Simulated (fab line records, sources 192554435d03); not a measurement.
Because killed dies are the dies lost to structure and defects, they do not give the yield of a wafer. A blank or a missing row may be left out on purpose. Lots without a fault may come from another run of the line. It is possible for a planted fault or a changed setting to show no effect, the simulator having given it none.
Matching of chambers / flow n5Finfet / N5_BEOL_M2_PRE_CLEAN_60 on cvdCo-02: 3 sister chambers
The step time 15 s. 3 wafers are shown with their chamber, then 10 later ones without.

## WAFERS, EACH WITH ITS CHAMBER
wafer=L087.5; chamber=1; heaterPowerW (W)=56
wafer=L088.1; chamber=0; heaterPowerW (W)=72
wafer=L088.5; chamber=2; heaterPowerW (W)=83

## WAFERS WITH NO CHAMBER GIVEN
wafer=L088.6; heaterPowerW (W)=56
wafer=L093.2; heaterPowerW (W)=83
wafer=L093.5; heaterPowerW (W)=84
wafer=L093.6; heaterPowerW (W)=73
wafer=L094.2; heaterPowerW (W)=85
wafer=L094.3; heaterPowerW (W)=56
wafer=L094.4; heaterPowerW (W)=75
wafer=L096.3; heaterPowerW (W)=55
wafer=L096.4; heaterPowerW (W)=73
wafer=L096.5; heaterPowerW (W)=55

## EACH ONE'S CHAMBER
wafer=L088.6; from the rows above=1; in truth=1
wafer=L093.2; from the rows above=2; in truth=2
wafer=L093.5; from the rows above=2; in truth=2
wafer=L093.6; from the rows above=0; in truth=0
wafer=L094.2; from the rows above=2; in truth=2
wafer=L094.3; from the rows above=1; in truth=1
wafer=L094.4; from the rows above=0; in truth=0
wafer=L096.3; from the rows above=1; in truth=1
wafer=L096.4; from the rows above=0; in truth=0
wafer=L096.5; from the rows above=1; in truth=1
Correct placement for 10 of the 10. From these rows, 0 cannot be placed. Number placed wrongly: 0.
How it was worked out, from the rows above alone: a wafer's distance from a chamber is the root of the sum, over the readings, of the square of ((its reading less the chamber's mean) divided by the reading's scatter). The wafer belongs to the nearest chamber; if the next one is less than 2 further off, it can't be placed. A chamber's mean is the mean of its shown wafers. The scatter: with one shown wafer a chamber, the root of the mean of the squares of how far each hidden wafer lies from its nearest shown one.
